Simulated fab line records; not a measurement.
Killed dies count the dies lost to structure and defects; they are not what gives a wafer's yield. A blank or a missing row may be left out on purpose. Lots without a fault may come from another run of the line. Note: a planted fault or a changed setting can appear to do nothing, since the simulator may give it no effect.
Matching of chambers | flow n5_finfet | uv_cure-03 running N5_BEOL_M11_CURE_72: 3 sister chambers
The step cures SiCOH lowk, time 120 s. 3 wafers are shown with their chamber, then 12 later ones without.

## EACH WAFER AND ITS CHAMBER
wafer  | chamber | wafer_temp_C_max
L079.6 | 0       | 372.0
L088.4 | 2       | 371.7
L091.3 | 1       | 371.3

## WAFERS MISSING THEIR CHAMBER
wafer  | wafer_temp_C_max
L092.4 | 372.0
L092.5 | 372.6
L092.6 | 373.8
L094.2 | 373.4
L094.5 | 372.1
L094.6 | 371.9
L093.1 | 371.3
L093.2 | 372.5
L093.4 | 371.9
L097.1 | 371.1
L097.2 | 371.6
L097.5 | 371.0

## CHAMBER TAKEN BY EACH
wafer  | from the rows above          | in truth
L092.4 | can't be placed: 0 or 2 or 1 | 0
L092.5 | can't be placed: 0 or 2 or 1 | 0
L092.6 | can't be placed: 0 or 2 or 1 | 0
L094.2 | can't be placed: 0 or 2 or 1 | 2
L094.5 | can't be placed: 0 or 2 or 1 | 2
L094.6 | can't be placed: 0 or 2 or 1 | 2
L093.1 | can't be placed: 1 or 2 or 0 | 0
L093.2 | can't be placed: 0 or 2 or 1 | 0
L093.4 | can't be placed: 0 or 2 or 1 | 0
L097.1 | can't be placed: 1 or 2 or 0 | 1
L097.2 | can't be placed: 2 or 1 or 0 | 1
L097.5 | can't be placed: 1 or 2 or 0 | 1
Correct placement for 0 of the 12. These rows do not allow placing 12 (true chamber among the candidates in 12). Wrongly placed: 0.
How it was worked out, from the rows above alone: a wafer's distance from a chamber is the root of the sum, over the readings, of the square of ((its reading less the chamber's mean) divided by the reading's scatter). If the next closest chamber is less than 2 further off than the closest, the wafer can't be placed; otherwise it belongs to the closest. The mean given for a chamber averages the wafers shown for that chamber. The scatter: with one shown wafer a chamber, the root of the mean of the squares of how far each hidden wafer lies from its nearest shown one.
